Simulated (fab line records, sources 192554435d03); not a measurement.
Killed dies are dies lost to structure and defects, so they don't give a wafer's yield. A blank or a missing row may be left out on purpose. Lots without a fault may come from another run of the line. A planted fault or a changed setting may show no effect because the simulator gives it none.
Split-lot experiment | flow n5_finfet | 7 lots, 39 wafers read, on a route of 1938 steps

THE SPLIT
At N5_FIN_SAQP_ETCH_65 (etches SiO2 in CF4, target depth 4 nm, time 4.4 s), the setting time_s was moved away from the recipe's 4.4 s on 18 of the 39 wafers read, by -51.0% to +44.4%. The other wafers ran this setting at the recipe's value.

The reading is taken at the split's own step.

THE READING
etch.depth_nm (the simulator's own value, which no gauge read), in nm, at N5_FIN_SAQP_ETCH_65 (etches SiO2 in CF4, target depth 4 nm, time 4.4 s). The file gives no usual value for it. The 21 wafers here that ran the recipe average 3.960 nm, standard deviation 0.061 nm.

wafer  | tool, chamber at the split | time_s as run, s | against the recipe | etch.depth_nm, nm | against lot-mates on the recipe
L076.1 | rie_si-05, 1               | 4.4              | recipe             | 3.928             | -
L076.2 | rie_si-05, 2               | 4.4              | recipe             | 3.922             | -
L076.4 | rie_si-05, 0               | 4.4              | recipe             | 3.975             | -
L077.1 | rie_si-05, 2               | 3.661            | -16.8%             | 3.23              | -0.737
L077.2 | rie_si-05, 3               | 3.661            | -16.8%             | 3.343             | -0.624
L077.3 | rie_si-05, 1               | 4.4              | recipe             | 3.931             | -
L077.4 | rie_si-05, 0               | 4.4              | recipe             | 3.966             | -
L077.5 | rie_si-05, 2               | 3.661            | -16.8%             | 3.254             | -0.713
L077.6 | rie_si-05, 3               | 4.4              | recipe             | 4.005             | -
L080.1 | rie_si-03, 1               | 3.334            | -24.2%             | 3.096             | -0.854
L080.2 | rie_si-03, 2               | 3.334            | -24.2%             | 3.025             | -0.925
L080.3 | rie_si-03, 3               | 4.4              | recipe             | 3.97              | -
L080.4 | rie_si-03, 0               | 3.334            | -24.2%             | 2.967             | -0.983
L080.5 | rie_si-03, 2               | 4.4              | recipe             | 3.963             | -
L080.6 | rie_si-03, 3               | 4.4              | recipe             | 3.918             | -
L082.1 | rie_si-06, 0               | 4.4              | recipe             | 3.957             | -
L082.2 | rie_si-06, 3               | 6.352            | +44.4%             | 5.659             | +1.713
L082.3 | rie_si-06, 2               | 6.352            | +44.4%             | 5.812             | +1.866
L082.4 | rie_si-06, 1               | 4.4              | recipe             | 3.956             | -
L082.5 | rie_si-06, 3               | 4.4              | recipe             | 3.924             | -
L082.6 | rie_si-06, 2               | 6.352            | +44.4%             | 5.736             | +1.790
L084.1 | rie_si-05, 0               | 4.4              | recipe             | 3.891             | -
L084.2 | rie_si-05, 3               | 4.4              | recipe             | 3.995             | -
L084.3 | rie_si-05, 1               | 2.222            | -49.5%             | 1.986             | -1.923
L084.4 | rie_si-05, 2               | 4.4              | recipe             | 3.84              | -
L084.5 | rie_si-05, 1               | 2.222            | -49.5%             | 1.978             | -1.931
L084.6 | rie_si-05, 0               | 2.222            | -49.5%             | 1.968             | -1.941
L093.1 | rie_si-03, 2               | 2.828            | -35.7%             | 2.563             | -1.384
L093.2 | rie_si-03, 1               | 2.828            | -35.7%             | 2.616             | -1.331
L093.3 | rie_si-03, 0               | 4.4              | recipe             | 3.877             | -
L093.4 | rie_si-03, 2               | 2.828            | -35.7%             | 2.574             | -1.373
L093.5 | rie_si-03, 1               | 4.4              | recipe             | 4.059             | -
L093.6 | rie_si-03, 0               | 4.4              | recipe             | 3.906             | -
L095.1 | rie_si-03, 0               | 2.154            | -51.0%             | 1.927             | -2.130
L095.2 | rie_si-03, 3               | 2.154            | -51.0%             | 1.952             | -2.105
L095.3 | rie_si-03, 2               | 4.4              | recipe             | 4.027             | -
L095.4 | rie_si-03, 1               | 4.4              | recipe             | 4.087             | -
L095.5 | rie_si-03, 0               | 2.154            | -51.0%             | 1.933             | -2.124
L095.6 | rie_si-03, 1               | 4.4              | recipe             | 4.057             | -

THE FIT
A straight line over all 39 wafers: etch.depth_nm changes by +0.0397 nm for each +1% of time_s; r = +1.00; the points scatter about the line by 0.057 nm.
The same after taking each lot's own level away (the mean of its wafers on the recipe; 39 wafers): +0.04 nm for each +1%; r = +1.00; scatter 0.056 nm.
On that fit, the largest move of time_s shifts the reading by 2 nm.
The lots' own levels span 3.9087 to 4.0570 nm, that is 2.4 times the standard deviation above.
So the lot-to-lot level changes the slope little: the two slopes agree.
Check: with one of the wafers moved furthest among these (-51.0%) left out of the fit, the line predicts -2.02 nm for it against its lot-mates. It came out at -2.13 nm against them.

OTHER SPLITS ON THESE WAFERS
These wafers also went through other splits before the reading. Each is held against what the fit with the lots' levels taken away leaves over:
other split on the same wafers          | wafers away from the commonest value | r with etch.depth_nm (lot level and that fit taken away)
N5_ZERO_LAYER_DEVELOP_10 develop_time_s | 15                                   | +0.14

THE FILE'S OWN FIT
etch.depth_nm changes by +0.0399 nm for each +1% of time_s, r = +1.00.
